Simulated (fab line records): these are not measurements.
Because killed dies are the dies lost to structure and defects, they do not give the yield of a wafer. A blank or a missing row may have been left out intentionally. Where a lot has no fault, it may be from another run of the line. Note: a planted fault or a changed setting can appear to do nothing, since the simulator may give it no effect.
A struck lot beside a sound one / flow nandHarc / 14 out of 1302 route steps
Sound: the wafers L362.2, L362.3, L362.4. Struck: wafers L368.4, L368.6 (left out: L368.3, a lot-mate that was not struck); the cause follows at the end.
Order at every step that has rows: each side's tool, ch and its chambers, its first start. Under that, the readings that differ: sound wafers / struck wafers / difference of the means / sigmas: that difference in standard deviations of wafers without a fault.
alike: readings with means less than 2 such deviations apart, plus words and numbers identical on both sides. not compared: withheld readings, readings lacking a value on some wafer, bounds such as >300 that could conceal the same value, and numbers that have no deviation in the record and whose values overlap.
Wherever a step has rows on one side only, a row that says differs or no value, or a row with sigmas, the two part there. Non-overlapping numbers with no deviation appear without sigmas and do not part them. Lack of a reading on every wafer of one side parts them only where that side has two or more wafers.

NHARC_A_SOURCE_PLATE_THK_MEAS_09: measures by ellipsometry.
  struck on filmMetro-02, day 15 08:20; sound on filmMetro-01, day 13 12:12
  alike: thkNm
then, 3 steps without rows for these wafers: NHARC_A_SOURCE_PLATE_PVD_04 (deposits WSi2, target thk 50 nm); NHARC_A_SOURCE_PLATE_CVD_03 (deposits poly-Si, target thk 200 nm, time 4000 s); NHARC_A_SOURCE_PLATE_ANNEAL_05 (time 1800 s).
NHARC_A_SOURCE_PLATE_THK_MEAS_06: measures by ellipsometry.
  struck on filmMetro-02, day 15 21:43; sound on filmMetro-02, day 14 03:39
  alike: thkNm
NHARC_A_SOURCE_PLATE_INSPECT_08:
  struck on defectInspect-02, day 15 21:50; sound on defectInspect-02, day 14 03:43
  alike: rawDefectCount
after that, 1 step with no rows for these wafers: NHARC_A_ONON_D1_DEP_00 (target thk 1000 nm).
NHARC_A_ONON_D1_THK_MEAS_02: measures by ellipsometry.
  struck on filmMetro-02, day 15 22:25; sound on filmMetro-01, day 14 04:17
  alike: thkNm
after that, 1 step with no rows for these wafers: NHARC_A_ONON_D1_DEP_03 (target thk 1000 nm).
NHARC_A_ONON_D1_THK_MEAS_05: measures by ellipsometry.
  struck on filmMetro-02, day 15 22:58; sound on filmMetro-01, day 14 04:52
  alike: thkNm
NHARC_A_ONON_D1_DEP_06: target thk 1000 nm.
  sound on pecvdOnon-01 ch 0, day 14 04:59; struck on pecvdOnon-01 ch 0, day 15 23:09
  alike: sih4FlowSccm
NHARC_A_ONON_D1_THK_MEAS_08: measures by ellipsometry.
  struck on filmMetro-01, day 15 23:32; sound on filmMetro-02, day 14 05:26
reading=thkNm (nm); sound=968 969 967; struck=1557 1560; difference=+590; sigmas=+54
after that, 1 step with no rows for these wafers: NHARC_A_ONON_D1_DEP_09 (target thk 1000 nm).
-- jump in the record: it breaks off in module A_ONON_D1 and resumes in module END (first step shown: number 1302 of the route), and 17 days separate the struck wafers' starts before and after --
NHARC_END_SORT_01:
  here the record holds rows for the struck wafers (prober-02 ch 0, day 33 10:07) but none for the sound ones

== WHERE THEY PART ==
Last at NHARC_END_SORT_01 as far as this record goes, first at NHARC_A_ONON_D1_THK_MEAS_08.

WHY: what the simulator had put in
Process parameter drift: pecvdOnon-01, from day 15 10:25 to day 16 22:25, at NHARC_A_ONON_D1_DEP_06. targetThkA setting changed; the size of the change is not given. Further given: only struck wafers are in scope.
